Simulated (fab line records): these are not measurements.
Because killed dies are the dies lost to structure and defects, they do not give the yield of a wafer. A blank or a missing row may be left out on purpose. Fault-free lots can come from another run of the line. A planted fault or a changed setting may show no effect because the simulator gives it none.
Chamber matching | flow nand harc | NHARC_A_CHANNEL_FILL_D1_ALD_25 on ald hk-03 has 4 sister chambers
The step deposits SiOx, target thk 60 nm, pulse time 10 s, ald cycles 600. 8 wafers are shown with their chamber, then 10 later ones without.

## WAFERS PAIRED WITH THEIR CHAMBERS
wafer  | chamber | heater power w (W) | precursor pulse height rel
L077.5 | 2       | 462                | 1.022
L081.1 | 2       | 470                | 0.989
L085.4 | 3       | 428                | 1.025
L086.2 | 0       | 447                | 1.013
L086.4 | 1       | 390                | 1.007
L086.5 | 0       | 445                | 1.022
L088.1 | 1       | 393                | 0.989
L088.3 | 3       | 430                | 1.029

## WAFERS MISSING THEIR CHAMBER
wafer  | heater power w (W) | precursor pulse height rel
L088.4 | 458                | 1.001
L088.2 | 464                | 0.968
L088.5 | 425                | 1.009
L088.6 | 455                | 0.984
L090.1 | 385                | 0.985
L090.2 | 436                | 1.023
L090.4 | 461                | 1.019
L095.2 | 378                | 0.997
L095.4 | 468                | 0.981
L095.5 | 382                | 0.985

## THE CHAMBER EACH PASSED THROUGH
wafer  | from the rows above     | in truth
L088.4 | can't be placed: 2 or 0 | 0
L088.2 | 2                       | 2
L088.5 | 3                       | 3
L088.6 | can't be placed: 0 or 2 | 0
L090.1 | 1                       | 1
L090.2 | can't be placed: 3 or 0 | 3
L090.4 | 2                       | 2
L095.2 | 1                       | 1
L095.4 | 2                       | 2
L095.5 | 1                       | 1
Placed correctly: 7 of 10. From these rows, 3 cannot be placed; in 3 the true chamber is one of the candidates. Placed wrongly: 0.
How it was worked out, from the rows above alone: a wafer's distance from a chamber is the root of the sum, over the readings, of the square of ((its reading less the chamber's mean) divided by the reading's scatter). The wafer belongs to the nearest chamber; if the next one is less than 2 further off, it can't be placed. For every chamber, the mean is computed from those of its wafers that are shown. The scatter is the square root of a quotient: the sum, over the shown wafers, of each reading's squared deviation from its chamber's mean, divided by wafers minus chambers.
